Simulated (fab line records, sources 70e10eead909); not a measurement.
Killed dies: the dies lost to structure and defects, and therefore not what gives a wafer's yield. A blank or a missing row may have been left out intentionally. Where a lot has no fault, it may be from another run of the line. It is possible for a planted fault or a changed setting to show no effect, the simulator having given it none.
A lot that was struck, set against a sound lot / flow nand harc / 13 steps out of a route of 1302
Sound: wafers L268.2, L268.4, L268.5. Struck: wafers L264.3, L264.5. (L264.2 of the same lot was not struck and is left out.) The cause comes at the end.
At each step with rows: each side's tool, then ch and its chambers, then its first start. Under that, the readings that differ: sound wafers / struck wafers / difference of the means / sigmas: that difference in standard deviations of wafers without a fault.
alike: words and numbers the same on both sides, and readings whose means are apart by under 2 such deviations; not compared: readings that were withheld, readings missing a value for some wafer, numbers with overlapping values and no deviation given by the record, and bounds like >300 which may hide the same value.
A row with sigmas, a row that says differs or no value, or rows on one side alone: a step with any of these is where the two part. Non-overlapping numbers with no deviation appear without sigmas and do not part them. Lack of a reading on every wafer of one side parts them only where that side has two or more wafers.

NHARC_A_WL_FILL_RTA_01: time 5 s.
  sound on rtp anneal-01 ch 0, day 25 22:25; struck on rtp anneal-01 ch 0, day 24 05:28
  alike: lamp power pct, lamp_zone_2_pct, wafer_temp_C_max
NHARC_A_WL_FILL_ALD_02: deposits TiN, target thk 2 nm, pulse time 3 s, ald cycles 100.
  sound on ald metal-03 ch 1,2,3, day 25 22:39; struck on ald metal-04 ch 1,3, day 24 05:40
  alike: heater power w, precursor pulse height rel
  not compared: ald cycles
then, 1 step without rows for these wafers: NHARC_A_WL_FILL_CVD_03 (deposits W, target thk 40 nm, time 279 s).
NHARC_A_WL_FILL_ETCHBACK_04: etches the open film in NF3, target depth 60 nm, time 120 s.
  sound on rie metal-01 ch 0, day 25 23:27; struck on rie metal-02 ch 0,1, day 24 06:28
reading=oes product au (a.u.); sound=0.962 0.965 0.961; struck=0.999 0.995; difference=+0.034; sigmas=+2
  alike: drypump motor current A
  not compared: rf hours counter h
then, 1 step without rows for these wafers: NHARC_A_WL_FILL_ETCHBACK_05 (etches the open film in Cl2/BCl3, target depth 22 nm, time 60 s).
NHARC_A_WL_FILL_STRIP_27: strips in N2/H2, time 20 s.
  sound on plasma asher-01 ch 0,1, day 25 23:50; struck on plasma asher-02 ch 1, day 24 06:51
  alike: drypump motor current A, heater power w, temp c
  not compared: rf hours counter h
then, 4 steps without rows for these wafers: NHARC_A_WL_FILL_STRIP_28 (strips in post etch residue remover, time 1200 s); NHARC_A_WL_FILL_PRECLEAN_06 (cleans in DIW, time 300 s); NHARC_A_WL_FILL_SRD_07; NHARC_A_WL_FILL_ANNEAL_08 (time 1800 s).
NHARC_A_WL_FILL_ALD_10: deposits SiO2, target thk 50 nm, pulse time 10 s, ald cycles 500.
  sound on ald hk-01 ch 1,2,3, day 26 07:27; struck on ald hk-04 ch 1,2, day 24 13:45
reading=ald cycles; sound=500 500 500; struck=385 385; difference=-115; sigmas=
  alike: heater power w, precursor pulse height rel
NHARC_A_WL_FILL_ETCHBACK_16: etches the open film in C4F8/O2/Ar, target depth 120 nm, time 24 s.
  sound on rie diel-06 ch 0,2; struck on rie diel-07 ch 3
  alike: oes product au, rf vpp V
  not compared: rf hours counter h
-- the record jumps here: 4 days lie between the struck wafers' starts before and after (it left off in module A_WL_FILL and takes up again in module END, whose first step shown is number 1302 of the route) --
NHARC_END_SORT_01:
  sound on prober-02 ch 0, day 30 02:45; struck on prober-01 ch 0, day 28 09:11
reading=killed at periphery; sound=8 2 6; struck=10 14; difference=+7; sigmas=+2
  alike: killed at array, killed at other, killed dies, killed open, killed short

## WHERE THEY PART
First at NHARC_A_WL_FILL_ETCHBACK_04; last, within this record, at NHARC_END_SORT_01.

WHY: whatever the simulator had introduced
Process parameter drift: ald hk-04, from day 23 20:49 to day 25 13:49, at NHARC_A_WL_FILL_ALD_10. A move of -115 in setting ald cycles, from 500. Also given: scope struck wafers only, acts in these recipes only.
